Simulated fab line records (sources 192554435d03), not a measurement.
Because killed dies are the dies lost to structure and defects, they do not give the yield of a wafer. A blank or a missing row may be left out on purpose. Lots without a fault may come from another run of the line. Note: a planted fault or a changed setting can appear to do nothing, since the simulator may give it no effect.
Problem report in the 8D (eight disciplines) form, filled by code ; flow n5-finfet ; the parts of the form that need people (team, actions taken, sign-off) are left out

1. PROBLEM STATEMENT
Mean of time-to-endpoint-s at N5_BEOL_M2_CMP_52: 20 s across 3 wafers in 3 lots; on wafers with no fault it is 62 s (standard deviation 3.7). Measured from the usual mean, that is -11 standard deviations.
The step: polishes, stops on SiOC, t overpolish 6.8 s, target thk 40 nm.
Seen first at day 9 09:20 on cmp-04, wafer L607.3. Wafers with a number at this step in the record: 28, from 10 lots. The rule behind "out" and "out of limits": a value lying over 4 standard deviations away from the usual mean. The rest of the wafers with a number are treated as sound.

2. WHAT THIS IS AND IS NOT
question;is;is not
which readings at this step;time-to-endpoint-s;motor-current-A
which lots;L607, L608, L609;L600, L601, L602, L617, L619, L620, L621
which wafers of those lots;L607.3, L608.5, L609.5;L607.1, L607.2, L608.6, L609.4
read on which tools;cmp-03, cmp-04;cmp-02
when;from day 9 09:20;"up to then (11 sound wafers); but 14 sound wafers of L608, L609, L617, L619, L620, L621 came after"

3. SUSPECTS, AND WHAT RULES EACH OUT
Counting: a tool at a process step up to the reading stays a suspect if it ran every lot that is out. Sound lots after the first of them don't rule it out here, since some wafers of a struck lot are sound.
- ecd-cu-01 at N5_BEOL_M2_ECD_50 (material Cu, target thk 300 nm): kept. Every lot that is out went through it, the first being L607 (day 9 08:55); the last sound lot it ran before that was L602 (day 7 12:13).
Remaining after the count: ecd-cu-01 at N5_BEOL_M2_ECD_50.

4. THE CAUSE (what the simulator had put in)
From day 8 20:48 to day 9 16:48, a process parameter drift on ecd-cu-01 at N5_BEOL_M2_ECD_50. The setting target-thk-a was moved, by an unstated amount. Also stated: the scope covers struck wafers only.
This tool alone remained once counting was done.

5. SEQUENCE OF EFFECTS, ordered by route
Each row: a reading whose mean over the struck wafers that have a number lies more than 3 standard deviations from the usual. Scope: only readings with a usual standard deviation given in the record; hours: median across lots of the time from each lot's start at the first step in this table that gives one to its start at this step; sigmas: change in usual standard deviations.
hours;step;reading;usual;on struck wafers;change;sigmas
0;N5_BEOL_M2_CMP_52;time-to-endpoint-s;62 s;20;-42;-11
Process steps it contains:
- N5_BEOL_M2_CMP_52: polishes, stops on SiOC, t overpolish 6.8 s, target thk 40 nm.
At these later measuring or inspecting steps, every struck wafer for which the step has a row has a number for every such reading, and none has moved that far: N5_BEOL_M4_RC_MEAS_101.

6. WHAT WOULD HAVE CAUGHT IT SOONER
First out-of-limits reading in this record: day 9 09:20, which is 13 hours after fault onset at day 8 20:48.
Among the 3 lots that are out, L609 began N5_BEOL_M2_ECD_50 on ecd-cu-01 after day 9 09:20. It would have been spared by a hold on the tool at that moment.
